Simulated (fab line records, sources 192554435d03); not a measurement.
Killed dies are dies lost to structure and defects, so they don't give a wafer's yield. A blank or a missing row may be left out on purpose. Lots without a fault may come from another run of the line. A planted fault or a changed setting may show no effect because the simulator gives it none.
Split-lot experiment | flow n5_finfet | 7 lots, 21 wafers read, on a route of 1938 steps

THE SPLIT
At N5_BEOL_M13_ETCH_59 (etches BARC in N2/H2, target depth 89 nm, overetch 26.7 nm, time 67.9 s), the setting time_s was moved away from the recipe's 67.9 s on 10 of the 21 wafers read, by -15.5% to +12.5%. The other wafers ran this setting at the recipe's value.

The file shows no step between the split and the reading.

THE READING
coat_of_BEOL_M13_COAT_04.thk_nm (the simulator's own value, which no gauge read), in nm, at N5_BEOL_M13_VIA_ETCH_16 (etches SiOC in C4F8/O2/Ar, target depth 921.7 nm). The file gives no usual value for it. The 11 wafers here that ran the recipe average 66.9 nm, standard deviation 3.8 nm.

wafer  | tool, chamber at the split | time_s as run, s | against the recipe | coat_of_BEOL_M13_COAT_04.thk_nm, nm | against lot-mates on the recipe
L083.1 | rie_diel-06, 0             | 62.05            | -8.6%              | 77.8                                | +8.8
L083.3 | rie_diel-06, 3             | 67.9             | recipe             | 69                                  | -
L083.5 | rie_diel-06, 3             | 62.05            | -8.6%              | 79.2                                | +10.2
L080.2 | rie_diel-01, 1             | 57.36            | -15.5%             | 79.4                                | +14.4
L080.4 | rie_diel-01, 3             | 67.9             | recipe             | 60.8                                | -
L080.5 | rie_diel-01, 1             | 67.9             | recipe             | 69.2                                | -
L079.1 | rie_diel-06, 1             | 67.9             | recipe             | 72.8                                | -
L079.3 | rie_diel-06, 3             | 63.24            | -6.9%              | 76.8                                | +5.6
L079.4 | rie_diel-06, 0             | 67.9             | recipe             | 69.6                                | -
L082.1 | rie_diel-01, 0             | 67.9             | recipe             | 70.8                                | -
L082.5 | rie_diel-01, 0             | 76.41            | +12.5%             | 59.8                                | -11.0
L082.6 | rie_diel-01, 3             | 76.41            | +12.5%             | 51.2                                | -19.6
L094.3 | rie_diel-05, 2             | 72.79            | +7.2%              | 58                                  | -6.0
L094.4 | rie_diel-05, 1             | 67.9             | recipe             | 64                                  | -
L094.6 | rie_diel-05, 2             | 72.79            | +7.2%              | 63.2                                | -0.8
L092.2 | rie_diel-01, 2             | 67.9             | recipe             | 63.8                                | -
L092.4 | rie_diel-01, 1             | 60.67            | -10.6%             | 72.6                                | +8.8
L092.5 | rie_diel-01, 1             | 60.67            | -10.6%             | 74.8                                | +11.0
L096.1 | rie_diel-01, 0             | 67.9             | recipe             | 69.2                                | -
L096.4 | rie_diel-01, 2             | 67.9             | recipe             | 62                                  | -
L096.6 | rie_diel-01, 3             | 67.9             | recipe             | 64.6                                | -

THE FIT
A straight line over all 21 wafers: coat_of_BEOL_M13_COAT_04.thk_nm changes by -0.905 nm for each +1% of time_s; r = -0.87; the points scatter about the line by 3.8 nm.
The same after taking each lot's own level away (the mean of its wafers on the recipe; 21 wafers): -0.989 nm for each +1%; r = -0.93; scatter 3 nm.
On that fit, the largest move of time_s shifts the reading by 15 nm.
The lots' own levels span 63.80 to 71.20 nm, that is 2.0 times the standard deviation above.
So the lot-to-lot level changes the slope little: the two slopes agree.
Check: with one of the wafers moved furthest among these (-15.5%) left out of the fit, the line predicts +15.7 nm for it against its lot-mates. It came out at +14.4 nm against them.

OTHER SPLITS ON THESE WAFERS
These wafers also went through other splits before the reading. Each is held against what the fit with the lots' levels taken away leaves over:
other split on the same wafers | wafers away from the commonest value | r with coat_of_BEOL_M13_COAT_04.thk_nm (lot level and that fit taken away)
N5_BEOL_M11_ETCH_41 time_s     | 8                                    | +0.03
N5_BEOL_M12_COAT_65 spin_rpm   | 5                                    | +0.28
N5_BEOL_M13_EXPOSE_07 dose_mj  | 7                                    | +0.09

THE WHOLE CHAIN: every reading that the file lists as answering this split, in the file's order
step                    | what it does                                                            | reading                                                                          | change (the file's fit)               | r (the file's)
N5_BEOL_M13_ETCH_59     | etches BARC in N2/H2, target depth 89 nm, overetch 26.7 nm, time 67.9 s | coat_of_BEOL_M13_COAT_04.thk_nm (the simulator's own value, which no gauge read) | -0.767 nm for each +1% of the setting | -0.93
N5_BEOL_M13_VIA_ETCH_16 | etches SiOC in C4F8/O2/Ar, target depth 921.7 nm                        | coat_of_BEOL_M13_COAT_04.thk_nm (the simulator's own value, which no gauge read) | -0.972 nm for each +1% of the setting | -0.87
N5_BEOL_M13_STRIP_63    | strips in N2/H2                                                         | strip_time_to_endpoint_s                                                         | withheld for each +1% of the setting  | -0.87

THE FILE'S OWN FIT
coat_of_BEOL_M13_COAT_04.thk_nm changes by -0.972 nm for each +1% of time_s, r = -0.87.
